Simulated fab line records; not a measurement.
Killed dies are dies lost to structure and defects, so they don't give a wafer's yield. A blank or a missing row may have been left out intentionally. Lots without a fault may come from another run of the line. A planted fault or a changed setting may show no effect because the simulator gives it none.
8D (eight disciplines) problem report, filled in by code | flow n5 finfet | the parts of the form that need people (team, actions taken, sign-off) are left out
Where a reading is given only as a bound, like >300, the bound stands for it, and a mean or a difference that rests on one is marked > or <: the true number lies beyond.

## 1. THE PROBLEM
raw defect count at N5_DUMMY_GATE_INSPECT_17 reads a mean of 726 on 2 wafers of 1 lot; wafers without a fault read 211 with a standard deviation of 60. That is +8.6 standard deviations from the usual mean.
The step: inspects for defects (brightfield).
First observed at day 6 15:57: wafer L463.3, on defect inspect-01. Wafers with a number at this step in the record: 24, from 8 lots. The rule behind "out" and "out of limits": a value lying over 4 standard deviations away from the usual mean. Any other wafer with a number is counted as sound.

## 2. WHAT IT IS, AND WHAT IT ISN'T
question                    | is                | is not
which readings at this step | raw defect count  | -
which lots                  | L463              | L451, L452, L455, L457, L458, L461, L471
which wafers of those lots  | L463.3, L463.4    | L463.1
read on which gauges        | defect inspect-01 | defect inspect-02
when                        | from day 6 15:57  | up to then (19 sound wafers); but 3 sound wafers of L471 came after

## 3. THE SUSPECTS, EACH WITH WHAT RULES IT OUT
Counting: a tool at a process step up to the reading stays a suspect if it ran every lot that is out. Sound lots after the first of them don't rule it out here, since some wafers of a struck lot are sound.
- the gauge at N5_DUMMY_GATE_INSPECT_17: ruled out. All the wafers that are out were read on defect inspect-01, but those of them that N5_DUMMY_GATE_INSPECT_27 has rows for are out there too, on other tools.
- pecvd-02 at N5_DUMMY_GATE_PECVD_30 (deposits SiO2 from TEOS/O2, target thk 55 nm, time 10.8 s): kept. It ran the lot that is out, L463 (day 6 15:32); its last sound lot up to then is L458 (day 5 12:43).
Remaining after the count: pecvd-02 at N5_DUMMY_GATE_PECVD_30.

## 4. THE CAUSE (what the simulator had put in)
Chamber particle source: pecvd-02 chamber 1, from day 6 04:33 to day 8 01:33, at N5_DUMMY_GATE_PECVD_30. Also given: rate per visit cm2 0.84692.
After counting, this tool was the only one left.

## 5. THE EFFECT CHAIN, in route order
Each row: a reading where the mean over the struck wafers with a number is more than 3 standard deviations away from the usual. Only readings for which the record gives a usual standard deviation are gone through. hours: the time from each lot's start at the first step in this table that gives one to its start at this step, as a median over the lots. sigmas: the change in usual standard deviations.
hours | step                     | reading              | usual  | on struck wafers | change | sigmas
0     | N5_DUMMY_GATE_INSPECT_17 | raw defect count     | 211    | 726              | +516   | +8.6
2     | N5_DUMMY_GATE_INSPECT_27 | raw defect count     | 323    | 824              | +502   | +5.3
2     | N5_SPACER0_INSPECT_04    | raw defect count     | 146    | 686              | +540   | +15
3     | N5_SD_EPI_N_INSPECT_11   | raw defect count     | 2.2    | >300             | >+298  | +99 or more
224   | N5_PASSIVATION_PROBE_49  | defect limited yield | 91.6 % | 83.2             | -8.3   | -7.0
224   | N5_PASSIVATION_PROBE_49  | killed at front end  | 37     | 139              | +102   | +11
224   | N5_PASSIVATION_PROBE_49  | killed dies          | 99     | 198              | +98    | +6.6
224   | N5_PASSIVATION_PROBE_49  | killed on rim        | 13     | 30               | +17    | +4.7
224   | N5_PASSIVATION_PROBE_49  | sort_bin_5_function  | 4.9 %  | 10.1             | +5.2   | +6.7
224   | N5_PASSIVATION_PROBE_49  | sort n pass          | 1081   | 982              | -98    | -6.6
224   | N5_PASSIVATION_PROBE_49  | sort yield pct       | 91.6 % | 83.2             | -8.3   | -7.0
Its process steps:
- N5_PASSIVATION_PROBE_49
Later measuring or inspecting steps at which every struck wafer that the step has a row for has a number for every such reading, and none has moved that far: N5_BEOL_M4_RC_MEAS_101.

## 6. HOW IT WOULD HAVE BEEN CAUGHT EARLIER
In this record the first reading out of limits at a measuring or inspecting step was taken at day 6 15:57, 11 hours after the fault began at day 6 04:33.
By day 6 15:57, every lot that is out (1) had started N5_DUMMY_GATE_PECVD_30 on pecvd-02. Holding the tool at that point would not have protected any of them.
